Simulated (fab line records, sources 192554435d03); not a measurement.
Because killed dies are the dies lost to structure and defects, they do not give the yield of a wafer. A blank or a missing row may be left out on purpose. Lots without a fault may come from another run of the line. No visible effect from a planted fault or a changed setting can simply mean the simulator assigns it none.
The tool behind it: which one? / flow n5Finfet / 10 lots, 30 wafers sampled, at 5 steps of a route of 1938

## WHAT THE GAUGES SHOWED, per wafer
N5_BEOL_M4_INSPECT_59: inspects for defects (darkfield).
lot=L468; measured=day 9 13:22; on=defectInspect-02; rawDefectCount=117 84 66
lot=L469; measured=day 9 16:57; on=defectInspect-01; rawDefectCount=34 51 59
lot=L471; measured=day 10 01:19; on=defectInspect-01; rawDefectCount=51 48 56
lot=L472; measured=day 10 13:08; on=defectInspect-01; rawDefectCount=45 50 68
lot=L476; measured=day 11 04:50; on=defectInspect-01; rawDefectCount=47 40 29
lot=L479; measured=day 11 11:53; on=defectInspect-01; rawDefectCount=46 711 66
lot=L477; measured=day 11 17:13; on=defectInspect-02; rawDefectCount=107 735 779
lot=L478; measured=day 12 09:34; on=defectInspect-02; rawDefectCount=54 58 71
lot=L484; measured=day 13 04:17; on=defectInspect-02; rawDefectCount=80 106 92
lot=L487; measured=day 14 03:31; on=defectInspect-01; rawDefectCount=50 122 87

## WHAT TOOL EACH LOT RAN ON (gives the tool, then ch and the chambers of the sampled wafers, and finally the start)
lot=L468; N5_BEOL_M4_ANNEAL_87=pvdSputter-03, day 9 11:16; N5_BEOL_M4_ANNEAL_89=pvdSputter-03, day 9 11:29; N5_BEOL_M4_SPUTTER_94=pvdSputter-03, day 9 12:04; N5_BEOL_M4_CO_CAP_55=cvdCo-02 ch 0,1, day 9 13:09
lot=L469; N5_BEOL_M4_ANNEAL_87=pvdSputter-03, day 9 14:51; N5_BEOL_M4_ANNEAL_89=pvdSputter-03, day 9 15:04; N5_BEOL_M4_SPUTTER_94=pvdSputter-03, day 9 15:39; N5_BEOL_M4_CO_CAP_55=cvdCo-01 ch 0,1,2, day 9 16:44
lot=L471; N5_BEOL_M4_ANNEAL_87=pvdSputter-02, day 9 23:13; N5_BEOL_M4_ANNEAL_89=pvdSputter-02, day 9 23:26; N5_BEOL_M4_SPUTTER_94=pvdSputter-02, day 10 00:01; N5_BEOL_M4_CO_CAP_55=cvdCo-01 ch 0,1, day 10 01:06
lot=L472; N5_BEOL_M4_ANNEAL_87=pvdSputter-03, day 10 11:02; N5_BEOL_M4_ANNEAL_89=pvdSputter-03, day 10 11:16; N5_BEOL_M4_SPUTTER_94=pvdSputter-03, day 10 11:50; N5_BEOL_M4_CO_CAP_55=cvdCo-02 ch 0,1,2, day 10 12:56
lot=L476; N5_BEOL_M4_ANNEAL_87=pvdSputter-02, day 11 02:44; N5_BEOL_M4_ANNEAL_89=pvdSputter-02, day 11 02:58; N5_BEOL_M4_SPUTTER_94=pvdSputter-02, day 11 03:32; N5_BEOL_M4_CO_CAP_55=cvdCo-01 ch 0,1,2, day 11 04:38
lot=L479; N5_BEOL_M4_ANNEAL_87=pvdSputter-03, day 11 09:47; N5_BEOL_M4_ANNEAL_89=pvdSputter-03, day 11 10:00; N5_BEOL_M4_SPUTTER_94=pvdSputter-03, day 11 10:35; N5_BEOL_M4_CO_CAP_55=cvdCo-02 ch 0,2, day 11 11:40
lot=L477; N5_BEOL_M4_ANNEAL_87=pvdSputter-03, day 11 14:59; N5_BEOL_M4_ANNEAL_89=pvdSputter-03, day 11 15:12; N5_BEOL_M4_SPUTTER_94=pvdSputter-03, day 11 15:47; N5_BEOL_M4_CO_CAP_55=cvdCo-02 ch 0,2, day 11 17:00
lot=L478; N5_BEOL_M4_ANNEAL_87=pvdSputter-02, day 12 07:20; N5_BEOL_M4_ANNEAL_89=pvdSputter-02, day 12 07:35; N5_BEOL_M4_SPUTTER_94=pvdSputter-02, day 12 08:14; N5_BEOL_M4_CO_CAP_55=cvdCo-01 ch 0,1, day 12 09:22
lot=L484; N5_BEOL_M4_ANNEAL_87=pvdSputter-03, day 13 01:49; N5_BEOL_M4_ANNEAL_89=pvdSputter-03, day 13 02:02; N5_BEOL_M4_SPUTTER_94=pvdSputter-03, day 13 02:37; N5_BEOL_M4_CO_CAP_55=cvdCo-01 ch 0,1,2, day 13 04:05
lot=L487; N5_BEOL_M4_ANNEAL_87=pvdSputter-02, day 14 01:25; N5_BEOL_M4_ANNEAL_89=pvdSputter-02, day 14 01:38; N5_BEOL_M4_SPUTTER_94=pvdSputter-02, day 14 02:13; N5_BEOL_M4_CO_CAP_55=cvdCo-01 ch 0,1, day 14 03:18
- N5_BEOL_M4_ANNEAL_87: time 240 s.
- N5_BEOL_M4_ANNEAL_89: time 240 s.
- N5_BEOL_M4_SPUTTER_94: material Cu, target thk 4.5 nm, time 8.29 s.
- N5_BEOL_M4_CO_CAP_55: material Co, precursor CCTBA/H2, target thk 2 nm, time 102.1 s.

## THE ANSWER, worked out from the rows above alone
Rule: the lots themselves supply what counts as usual. Put in order of their means at a reading, lots are off if they are a third of the lots or fewer, leave a main group of 4 or more, and stand apart from it by a gap of 3 or more times the standard deviation of the main group's means; of several such gaps the widest counts. A main group whose means are all the same, to the digits that the tables above print for the reading, isn't used. Also off: a lot with no number at a reading for which 4 or more lots have one. Where the step has rows for the other lots, those lots are counted as sound.
Off, at N5_BEOL_M4_INSPECT_59 on rawDefectCount: L479, L477. Main group: mean 65, sd 20.
If a tool, at a process step before that reading, ran all the lots that are off and no sound lot after the first of them, it fits. Gauges at N5_BEOL_M4_INSPECT_59: tried the same way as those tools. One candidate fits, namely cvdCo-02 at N5_BEOL_M4_CO_CAP_55. A fault onset in the window from L472 (day 10 12:56, its last sound lot) to L479 (day 11 11:40, its first lot off) fits.

## WHAT THE SIMULATOR HAD PUT IN
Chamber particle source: cvdCo-02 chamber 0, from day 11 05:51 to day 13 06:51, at N5_BEOL_M4_CO_CAP_55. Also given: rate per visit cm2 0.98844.
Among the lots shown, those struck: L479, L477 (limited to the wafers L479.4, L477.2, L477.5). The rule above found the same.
